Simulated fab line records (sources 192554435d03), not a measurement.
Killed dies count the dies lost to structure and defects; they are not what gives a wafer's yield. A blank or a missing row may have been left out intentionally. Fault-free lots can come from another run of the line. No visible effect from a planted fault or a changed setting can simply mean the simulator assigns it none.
Which tool was responsible? || flow n5_finfet || 11 lots with 33 wafers sampled at 5 steps, on a route of 1938 steps

== WHAT THE GAUGES READ, wafer by wafer ==
The record lacks any reading of a measuring or inspecting step that a usual standard deviation could be used to judge.

== EACH LOT AND THE TOOL THAT RAN IT (in order: tool; ch and the chambers of the sampled wafers; start) ==
{"lot": "L515", "N5_BEOL_M10_PECVD_70": "pecvd-03 ch 1,2, day 11 05:24", "N5_BEOL_M10_PRE_CLEAN_45": "pvd_sputter-03, day 11 13:19", "N5_BEOL_M10_CMP_52": "cmp-02 ch 2,3, day 11 14:30", "N5_BEOL_M10_DEP_56": "pecvd-01 ch 0,1,2, day 11 14:49", "N5_BEOL_M11_HM_DEP_02": "pvd_sputter-01, day 11 16:42"}
{"lot": "L514", "N5_BEOL_M10_PECVD_70": "pecvd-04 ch 0,1, day 11 12:38", "N5_BEOL_M10_PRE_CLEAN_45": "pvd_sputter-02, day 11 17:08", "N5_BEOL_M10_CMP_52": "cmp-02 ch 0,1,2, day 11 19:53", "N5_BEOL_M10_DEP_56": "pecvd-01 ch 0,1, day 11 20:15", "N5_BEOL_M11_HM_DEP_02": "pvd_sputter-01, day 11 21:37"}
{"lot": "L516", "N5_BEOL_M10_PECVD_70": "pecvd-03 ch 0,1,2, day 11 17:52", "N5_BEOL_M10_PRE_CLEAN_45": "pvd_sputter-03, day 11 22:05", "N5_BEOL_M10_CMP_52": "cmp-01 ch 0,1, day 11 23:17", "N5_BEOL_M10_DEP_56": "pecvd-01 ch 1,2, day 11 23:39", "N5_BEOL_M11_HM_DEP_02": "pvd_sputter-01, day 12 01:55"}
{"lot": "L517", "N5_BEOL_M10_PECVD_70": "pecvd-04 ch 0,1, day 12 00:11", "N5_BEOL_M10_PRE_CLEAN_45": "pvd_sputter-03, day 12 07:37", "N5_BEOL_M10_CMP_52": "cmp-02 ch 1,2,3, day 12 08:47", "N5_BEOL_M10_DEP_56": "pecvd-01 ch 0,2, day 12 09:08", "N5_BEOL_M11_HM_DEP_02": "pvd_sputter-02, day 12 10:25"}
{"lot": "L521", "N5_BEOL_M10_PECVD_70": "pecvd-03 ch 0,2, day 12 20:41", "N5_BEOL_M10_PRE_CLEAN_45": "pvd_sputter-02, day 13 02:00", "N5_BEOL_M10_CMP_52": "cmp-02 ch 0,1,3, day 13 03:53", "N5_BEOL_M10_DEP_56": "pecvd-03 ch 0,1, day 13 04:10", "N5_BEOL_M11_HM_DEP_02": "pvd_sputter-03, day 13 06:25"}
{"lot": "L522", "N5_BEOL_M10_PECVD_70": "pecvd-04 ch 0,1,2, day 13 11:59", "N5_BEOL_M10_PRE_CLEAN_45": "pvd_sputter-03, day 13 19:31", "N5_BEOL_M10_CMP_52": "cmp-01 ch 0,1,3, day 13 21:40", "N5_BEOL_M10_DEP_56": "pecvd-04 ch 0,1,2, day 13 21:59", "N5_BEOL_M11_HM_DEP_02": "pvd_sputter-01, day 13 23:32"}
{"lot": "L523", "N5_BEOL_M10_PECVD_70": "pecvd-03 ch 0,1, day 13 20:49", "N5_BEOL_M10_PRE_CLEAN_45": "pvd_sputter-03, day 14 01:30", "N5_BEOL_M10_CMP_52": "cmp-02 ch 1,2, day 14 04:43", "N5_BEOL_M10_DEP_56": "pecvd-01 ch 0,1, day 14 05:05", "N5_BEOL_M11_HM_DEP_02": "pvd_sputter-03, day 14 09:47"}
{"lot": "L527", "N5_BEOL_M10_PECVD_70": "pecvd-03 ch 0,1, day 14 02:07", "N5_BEOL_M10_PRE_CLEAN_45": "pvd_sputter-03, day 14 10:30", "N5_BEOL_M10_CMP_52": "cmp-01 ch 0,1,3, day 14 11:58", "N5_BEOL_M10_DEP_56": "pecvd-01 ch 1,2, day 14 12:20", "N5_BEOL_M11_HM_DEP_02": "pvd_sputter-01, day 14 13:13"}
{"lot": "L532", "N5_BEOL_M10_PECVD_70": "pecvd-03 ch 0,2, day 15 14:04", "N5_BEOL_M10_PRE_CLEAN_45": "pvd_sputter-02, day 15 18:18", "N5_BEOL_M10_CMP_52": "cmp-04 ch 1,2,3, day 15 20:00", "N5_BEOL_M10_DEP_56": "pecvd-03 ch 0,2, day 15 20:17", "N5_BEOL_M11_HM_DEP_02": "pvd_sputter-02, day 15 21:28"}
{"lot": "L533", "N5_BEOL_M10_PECVD_70": "pecvd-03 ch 1,2, day 15 21:32", "N5_BEOL_M10_PRE_CLEAN_45": "pvd_sputter-01, day 16 05:58", "N5_BEOL_M10_CMP_52": "cmp-02 ch 1,2,3, day 16 07:49", "N5_BEOL_M10_DEP_56": "pecvd-01 ch 0,2, day 16 08:07", "N5_BEOL_M11_HM_DEP_02": "pvd_sputter-02, day 16 10:02"}
{"lot": "L535", "N5_BEOL_M10_PECVD_70": "pecvd-01 ch 0,2, day 16 06:41", "N5_BEOL_M10_PRE_CLEAN_45": "pvd_sputter-03, day 16 11:05", "N5_BEOL_M10_CMP_52": "cmp-01 ch 0,1, day 16 12:22", "N5_BEOL_M10_DEP_56": "pecvd-03 ch 0,2, day 16 12:44", "N5_BEOL_M11_HM_DEP_02": "pvd_sputter-03, day 16 14:52"}
- N5_BEOL_M10_PECVD_70: deposits SiO2 from TEOS/O2, target thk 20 nm, time 22.7 s.
- N5_BEOL_M10_PRE_CLEAN_45: time 30 s.
- N5_BEOL_M10_CMP_52: polishes, stops on SiCOH lowk, t overpolish 7 s, target thk 140 nm.
- N5_BEOL_M10_DEP_56: deposits SiCN from 3MS/NH3, target thk 15 nm, time 26.5 s.
- N5_BEOL_M11_HM_DEP_02: deposits TiN, target thk 20 nm.

== WHAT THE TOOLS THEMSELVES READ (means of the sampled wafers that have a number; where no wafer has one, the mark that the record gives instead) ==
N5_BEOL_M10_PECVD_70. Usual: heater_power_w 762 W, standard deviation 92; showerhead_plenum_p_Torr 8.79 Torr, standard deviation 0.038; throttle_valve_pct 22.3 %, standard deviation 1.5.
{"lot": "L515", "tool": "pecvd-03", "heater_power_w (W)": 713, "showerhead_plenum_p_Torr (Torr)": 8.82, "throttle_valve_pct (%)": 21.6, "flag": ""}
{"lot": "L514", "tool": "pecvd-04", "heater_power_w (W)": 761, "showerhead_plenum_p_Torr (Torr)": 8.80, "throttle_valve_pct (%)": 22.4, "flag": ""}
{"lot": "L516", "tool": "pecvd-03", "heater_power_w (W)": 771, "showerhead_plenum_p_Torr (Torr)": 8.82, "throttle_valve_pct (%)": 22.2, "flag": ""}
{"lot": "L517", "tool": "pecvd-04", "heater_power_w (W)": 679, "showerhead_plenum_p_Torr (Torr)": 8.79, "throttle_valve_pct (%)": 24.0, "flag": ""}
{"lot": "L521", "tool": "pecvd-03", "heater_power_w (W)": 760, "showerhead_plenum_p_Torr (Torr)": 8.82, "throttle_valve_pct (%)": 21.2, "flag": ""}
{"lot": "L522", "tool": "pecvd-04", "heater_power_w (W)": 741, "showerhead_plenum_p_Torr (Torr)": 8.77, "throttle_valve_pct (%)": 22.9, "flag": ""}
{"lot": "L523", "tool": "pecvd-03", "heater_power_w (W)": 766, "showerhead_plenum_p_Torr (Torr)": 8.83, "throttle_valve_pct (%)": 23.3, "flag": ""}
{"lot": "L527", "tool": "pecvd-03", "heater_power_w (W)": 854, "showerhead_plenum_p_Torr (Torr)": 8.85, "throttle_valve_pct (%)": 23.4, "flag": ""}
{"lot": "L532", "tool": "pecvd-03", "heater_power_w (W)": 766, "showerhead_plenum_p_Torr (Torr)": 8.80, "throttle_valve_pct (%)": 21.0, "flag": ""}
{"lot": "L533", "tool": "pecvd-03", "heater_power_w (W)": 793, "showerhead_plenum_p_Torr (Torr)": 8.83, "throttle_valve_pct (%)": 23.1, "flag": ""}
{"lot": "L535", "tool": "pecvd-01", "heater_power_w (W)": 780, "showerhead_plenum_p_Torr (Torr)": 8.76, "throttle_valve_pct (%)": 21.8, "flag": ""}

N5_BEOL_M10_PRE_CLEAN_45. Usual: heater_power_w at 336 W, with a standard deviation of 28.
{"lot": "L515", "tool": "pvd_sputter-03", "heater_power_w (W)": 356, "flag": ""}
{"lot": "L514", "tool": "pvd_sputter-02", "heater_power_w (W)": 332, "flag": ""}
{"lot": "L516", "tool": "pvd_sputter-03", "heater_power_w (W)": 352, "flag": ""}
{"lot": "L517", "tool": "pvd_sputter-03", "heater_power_w (W)": 339, "flag": ""}
{"lot": "L521", "tool": "pvd_sputter-02", "heater_power_w (W)": 296, "flag": ""}
{"lot": "L522", "tool": "pvd_sputter-03", "heater_power_w (W)": 347, "flag": ""}
{"lot": "L523", "tool": "pvd_sputter-03", "heater_power_w (W)": 344, "flag": ""}
{"lot": "L527", "tool": "pvd_sputter-03", "heater_power_w (W)": 343, "flag": ""}
{"lot": "L532", "tool": "pvd_sputter-02", "heater_power_w (W)": 300, "flag": ""}
{"lot": "L533", "tool": "pvd_sputter-01", "heater_power_w (W)": 289, "flag": ""}
{"lot": "L535", "tool": "pvd_sputter-03", "heater_power_w (W)": 347, "flag": ""}

N5_BEOL_M10_CMP_52. Usual: barrier_field_endpoint_s 28.6 s, standard deviation 0.63; motor_current_A 5.9 A, standard deviation 0.5; slurry_filter_dp_kPa 13.49 kPa, standard deviation 0.15.
{"lot": "L515", "tool": "cmp-02", "barrier_field_endpoint_s (s)": 27.6, "motor_current_A (A)": 5.5, "slurry_filter_dp_kPa (kPa)": 13.37, "flag": ""}
{"lot": "L514", "tool": "cmp-02", "barrier_field_endpoint_s (s)": 28.3, "motor_current_A (A)": 5.7, "slurry_filter_dp_kPa (kPa)": 13.54, "flag": ""}
{"lot": "L516", "tool": "cmp-01", "barrier_field_endpoint_s (s)": 28.3, "motor_current_A (A)": 6.0, "slurry_filter_dp_kPa (kPa)": 13.51, "flag": ""}
{"lot": "L517", "tool": "cmp-02", "barrier_field_endpoint_s (s)": 29.1, "motor_current_A (A)": 5.7, "slurry_filter_dp_kPa (kPa)": 13.52, "flag": ""}
{"lot": "L521", "tool": "cmp-02", "barrier_field_endpoint_s (s)": 28.6, "motor_current_A (A)": 5.6, "slurry_filter_dp_kPa (kPa)": 13.54, "flag": ""}
{"lot": "L522", "tool": "cmp-01", "barrier_field_endpoint_s (s)": 28.6, "motor_current_A (A)": 6.2, "slurry_filter_dp_kPa (kPa)": 13.64, "flag": ""}
{"lot": "L523", "tool": "cmp-02", "barrier_field_endpoint_s (s)": 28.7, "motor_current_A (A)": 5.8, "slurry_filter_dp_kPa (kPa)": 13.54, "flag": ""}
{"lot": "L527", "tool": "cmp-01", "barrier_field_endpoint_s (s)": 29.2, "motor_current_A (A)": 6.0, "slurry_filter_dp_kPa (kPa)": 13.53, "flag": ""}
{"lot": "L532", "tool": "cmp-04", "barrier_field_endpoint_s (s)": 25.0, "motor_current_A (A)": 6.2, "slurry_filter_dp_kPa (kPa)": 13.49, "flag": "OFF"}
{"lot": "L533", "tool": "cmp-02", "barrier_field_endpoint_s (s)": 26.5, "motor_current_A (A)": 5.7, "slurry_filter_dp_kPa (kPa)": 13.41, "flag": "OFF"}
{"lot": "L535", "tool": "cmp-01", "barrier_field_endpoint_s (s)": 29.3, "motor_current_A (A)": 5.9, "slurry_filter_dp_kPa (kPa)": 13.42, "flag": ""}

N5_BEOL_M10_DEP_56. Usual: showerhead_plenum_p_Torr 3.667 Torr, standard deviation 0.0079; throttle_valve_pct 9.0 %, standard deviation 0.52.
{"lot": "L515", "tool": "pecvd-01", "showerhead_plenum_p_Torr (Torr)": 3.666, "throttle_valve_pct (%)": 9.0, "flag": ""}
{"lot": "L514", "tool": "pecvd-01", "showerhead_plenum_p_Torr (Torr)": 3.670, "throttle_valve_pct (%)": 8.8, "flag": ""}
{"lot": "L516", "tool": "pecvd-01", "showerhead_plenum_p_Torr (Torr)": 3.670, "throttle_valve_pct (%)": 9.1, "flag": ""}
{"lot": "L517", "tool": "pecvd-01", "showerhead_plenum_p_Torr (Torr)": 3.659, "throttle_valve_pct (%)": 8.8, "flag": ""}
{"lot": "L521", "tool": "pecvd-03", "showerhead_plenum_p_Torr (Torr)": 3.679, "throttle_valve_pct (%)": 9.1, "flag": ""}
{"lot": "L522", "tool": "pecvd-04", "showerhead_plenum_p_Torr (Torr)": 3.656, "throttle_valve_pct (%)": 9.3, "flag": ""}
{"lot": "L523", "tool": "pecvd-01", "showerhead_plenum_p_Torr (Torr)": 3.668, "throttle_valve_pct (%)": 8.9, "flag": ""}
{"lot": "L527", "tool": "pecvd-01", "showerhead_plenum_p_Torr (Torr)": 3.669, "throttle_valve_pct (%)": 9.0, "flag": ""}
{"lot": "L532", "tool": "pecvd-03", "showerhead_plenum_p_Torr (Torr)": 3.666, "throttle_valve_pct (%)": 8.5, "flag": ""}
{"lot": "L533", "tool": "pecvd-01", "showerhead_plenum_p_Torr (Torr)": 3.666, "throttle_valve_pct (%)": 8.7, "flag": ""}
{"lot": "L535", "tool": "pecvd-03", "showerhead_plenum_p_Torr (Torr)": 3.674, "throttle_valve_pct (%)": 8.8, "flag": ""}

N5_BEOL_M11_HM_DEP_02. Usual: substrate_temp_c 24.99 C, standard deviation 0.11; throttle_valve_pct 30.1 %, standard deviation 1.
{"lot": "L515", "tool": "pvd_sputter-01", "substrate_temp_c (C)": 25.00, "throttle_valve_pct (%)": 31.2, "flag": ""}
{"lot": "L514", "tool": "pvd_sputter-01", "substrate_temp_c (C)": 25.04, "throttle_valve_pct (%)": 30.4, "flag": ""}
{"lot": "L516", "tool": "pvd_sputter-01", "substrate_temp_c (C)": 24.91, "throttle_valve_pct (%)": 31.2, "flag": ""}
{"lot": "L517", "tool": "pvd_sputter-02", "substrate_temp_c (C)": 25.03, "throttle_valve_pct (%)": 30.6, "flag": ""}
{"lot": "L521", "tool": "pvd_sputter-03", "substrate_temp_c (C)": 24.87, "throttle_valve_pct (%)": 31.1, "flag": ""}
{"lot": "L522", "tool": "pvd_sputter-01", "substrate_temp_c (C)": 25.04, "throttle_valve_pct (%)": 30.4, "flag": ""}
{"lot": "L523", "tool": "pvd_sputter-03", "substrate_temp_c (C)": 24.96, "throttle_valve_pct (%)": 30.4, "flag": ""}
{"lot": "L527", "tool": "pvd_sputter-01", "substrate_temp_c (C)": 24.92, "throttle_valve_pct (%)": 30.3, "flag": ""}
{"lot": "L532", "tool": "pvd_sputter-02", "substrate_temp_c (C)": 24.93, "throttle_valve_pct (%)": 29.3, "flag": ""}
{"lot": "L533", "tool": "pvd_sputter-02", "substrate_temp_c (C)": 24.96, "throttle_valve_pct (%)": 29.9, "flag": ""}
{"lot": "L535", "tool": "pvd_sputter-03", "substrate_temp_c (C)": 24.93, "throttle_valve_pct (%)": 30.2, "flag": ""}

== THE ANSWER, worked out from the rows above alone ==
Rule: lot off if the mean of its wafers having a number is beyond 3 standard deviations from the usual mean. Also off: a lot with no number at a reading for which 4 or more lots have one. Where the step has rows for the other lots, those lots are counted as sound. Order of review: gauges by route order, followed by the tools' own readings, for which a lot's mean as printed above is used. At the first step where some lot is off, the reading lying furthest off is the one used; lots without a number count as furthest.
Off, at N5_BEOL_M10_CMP_52 on barrier_field_endpoint_s: L532, L533.
If a tool, at that step or one of the process steps before it, ran each lot that is off and ran no sound lot following the first of them, it fits. One fits: pecvd-03 at N5_BEOL_M10_PECVD_70. A fault onset in the window from L527 (day 14 02:07, its last sound lot) to L532 (day 15 14:04, its first lot off) fits.

== WHAT THE SIMULATOR HAD INSERTED ==
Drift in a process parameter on pecvd-03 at N5_BEOL_M10_PECVD_70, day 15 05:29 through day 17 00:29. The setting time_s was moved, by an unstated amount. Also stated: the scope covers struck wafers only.
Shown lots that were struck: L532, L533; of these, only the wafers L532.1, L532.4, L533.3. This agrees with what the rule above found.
